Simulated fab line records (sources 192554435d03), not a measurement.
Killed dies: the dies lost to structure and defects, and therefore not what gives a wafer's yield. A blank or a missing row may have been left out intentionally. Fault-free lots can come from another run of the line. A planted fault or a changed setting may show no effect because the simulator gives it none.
A lot that was struck, set against a sound lot | flow n5Finfet | 39 out of 1938 route steps
Sound: these wafers, L883.1, L883.5. Struck: wafer L870.3 (L870.1, L870.5, from the same lot, were not struck and are left out); the cause is given at the end.
Per side, at each step with rows, come the tool, then ch with its chambers, and then its first start. Under that, the readings that differ: sound wafers | struck wafers | difference of the means | sigmas: that difference in standard deviations of wafers without a fault.
alike: words and numbers the same on both sides, and readings whose means are apart by under 2 such deviations; not compared: readings that were withheld, readings missing a value for some wafer, numbers with overlapping values and no deviation given by the record, and bounds like >300 which may hide the same value.
Wherever a step has rows on one side only, a row that says differs or no value, or a row with sigmas, the two part there. When numbers do not overlap yet have no deviation, they are printed without sigmas and do not part them. A reading missing from all wafers of one side parts the sides only when that side holds two or more wafers.

first, 9 steps without rows for these wafers: N5_HKMG_FIN_DESCUM_17 (chemistry O2, time 7.9 s); N5_HKMG_FIN_ETCH_31 (etches SiARC in CF4, target depth 45.5 nm, time 75.8 s); N5_HKMG_FIN_ETCH_32 (etches SOC in N2/H2, target depth 240 nm, time 300 s); N5_HKMG_FIN_STRIP_33 (strips in N2/H2); N5_HKMG_FIN_STRIP_34 (strips in CF4); N5_HKMG_FIN_ETCH_35 (etches SOC in N2/H2, target depth 215.8 nm, time 243.4 s); N5_HKMG_FIN_STRIP_92 (strips SOC in N2/H2, time 20 s); N5_HKMG_FIN_WET_ETCH_18 (etches TiN in SC1, time 55 s, target depth 5.2 nm, rinse time 30 s); N5_HKMG_FIN_STRIP_19 (strips in N2/H2, time 360 s).
N5_HKMG_FIN_ALD_91: deposits TiN, target thk 1 nm, pulse time 1 s, purge time 3 s.
  sound on aldMetal-03 ch 2,3, day 10 00:16; struck on aldMetal-03 ch 1, day 6 17:23
reading   | sound | struck | difference | sigmas
aldCycles | 47 47 | 44     | -3         | 
  alike: heaterPowerW, precursorPulseHeightRel
then, 27 steps without rows for these wafers: N5_HKMG_FIN_COAT_85 (time 60 s, resist thk 300 nm); N5_HKMG_FIN_ETCH_86 (etches SOC in N2/H2, stops on TiN, target depth 393.2 nm); N5_HKMG_FIN_STRIP_89 (strips SOC in N2/H2, time 20 s); N5_HKMG_FIN_WET_ETCH_87 (etches TiN in SC1, time 154.2 s, target depth 4.7 nm, rinse time 30 s); N5_HKMG_FIN_STRIP_88 (strips in N2/H2, time 360 s); N5_HKMG_FIN_NWFM_ALD_20 (deposits TiAlC, target thk 2 nm, pulse time 3 s, purge time 2 s); N5_HKMG_FIN_ALD_71 (deposits TiN, target thk 1 nm, pulse time 1 s, purge time 3 s); N5_HKMG_FIN_COAT_66 (time 60 s, resist thk 300 nm); N5_HKMG_FIN_ETCH_67 (etches SOC in N2/H2, stops on TiN, target depth 388.9 nm); N5_HKMG_FIN_STRIP_90 (strips SOC in N2/H2, time 20 s); N5_HKMG_FIN_WET_ETCH_73 (etches the open film in SC1, time 42.3 s, target depth 1.3 nm, rinse time 30 s); N5_HKMG_FIN_ETCHBACK_68 (etches the open film in Cl2/Ar, stops on HfO2, target depth 0.5 nm); N5_HKMG_FIN_STRIP_69 (strips in N2/H2, time 360 s); N5_HKMG_FIN_ALD_21 (deposits TiN, target thk 1.5 nm, pulse time 1 s, purge time 3 s); N5_HKMG_FIN_ALD_72 (deposits W, target thk 2 nm, pulse time 1 s, purge time 2 s); N5_HKMG_FIN_W_FILL_22 (material W, target thk 60 nm, time 18.2 s); N5_HKMG_FIN_PRECLEAN_83 (cleans in DIW, time 57.5 s); N5_HKMG_FIN_SRD_84 (dry time 32 s); N5_HKMG_FIN_CMP_23 (polishes, stops on SiNx, t overpolish 10 s, target thk 46.326 nm); N5_HKMG_FIN_CMP_94 (polishes, stops on SiNx, t overpolish 4.7 s, target thk 43.299 nm); N5_GATE_CUT_ETCHBACK_00 (etches W in SF6/Cl2); N5_GATE_CUT_ETCH_56 (etches TiN in Cl2/Ar, target depth 21.6 nm); N5_GATE_CUT_ETCHBACK_30 (etches TiN in Cl2/Ar, target depth 3 nm); N5_GATE_CUT_VAPOR_ETCH_60 (etches HfO2 in BCl3/Cl2); N5_GATE_CUT_ETCH_58 (etches SiNx in CH3F/O2, target depth 17 nm, time 128.6 s); N5_GATE_CUT_STRIP_59 (strips in N2/H2, time 20 s); N5_GATE_CUT_PRECLEAN_31 (cleans in DIW, time 300 s).
-- a jump in the record: the struck wafers' starts before and after are 4 days apart (it breaks off in module GATE_CUT and resumes in module BEOL_M4, where the first step shown is number 1111 of the route) --
N5_BEOL_M4_RC_MEAS_101:
  sound on prober-02 ch 0, day 14 01:06; struck on prober-02 ch 0, day 10 22:46
reading             | sound             | struck   | difference | sigmas
IOFF_N (nA/um)      | 0.13 0.11         | 0.21     | +0.09      | +2
IOFF_N_LONG (nA/um) | 5.33e-05 5.47e-05 | 6.67e-05 | +1.27e-05  | +5
ION_N (uA/um)       | 663 674           | 710      | +42        | +3
SS_N (mV/dec)       | 70.3 70.5         | 72.3     | +1.9       | +3
VT_N (mV)           | 250 252           | 242      | -9         | -2
VT_N_LONG (mV)      | 276.4 273.1       | 267.4    | -7.4       | -4
  alike: DIBL_N, DIBL_P, IOFF_P, ION_P, SS_P, VT_P
-- the record jumps here: 5 days lie between the struck wafers' starts before and after (it left off in module BEOL_M4 and takes up again in module PASSIVATION, whose first step shown is number 1936 of the route) --
N5_PASSIVATION_PROBE_49:
  sound: prober-02 at day 19 10:44; struck: prober-02 at day 15 11:01
reading                 | sound     | struck | difference | sigmas
defectLimitedYield (%)  | 90.4 90.5 | 93.5   | +3.0       | +2
killedAtFrontEnd        | 54 52     | 27     | -26        | -2
killedDies              | 113 112   | 77     | -36        | -2
killedOpen              | 66 80     | 47     | -26        | -2
sort_bin_5_function (%) | 5.3 5.8   | 3.6    | -1.9       | -2
sortNPass               | 1067 1068 | 1103   | +36        | +2
sortYieldPct (%)        | 90.4 90.5 | 93.5   | +3.0       | +2
  alike: killed_at_M0_to_M3, killed_at_M4_up, killedAtContacts, killedAtOther, killedShort, sort_bin_6_memory

== WHERE THEY PART ==
Last at N5_PASSIVATION_PROBE_49 as far as this record goes, first at N5_BEOL_M4_RC_MEAS_101.

WHY: the cause the simulator had injected
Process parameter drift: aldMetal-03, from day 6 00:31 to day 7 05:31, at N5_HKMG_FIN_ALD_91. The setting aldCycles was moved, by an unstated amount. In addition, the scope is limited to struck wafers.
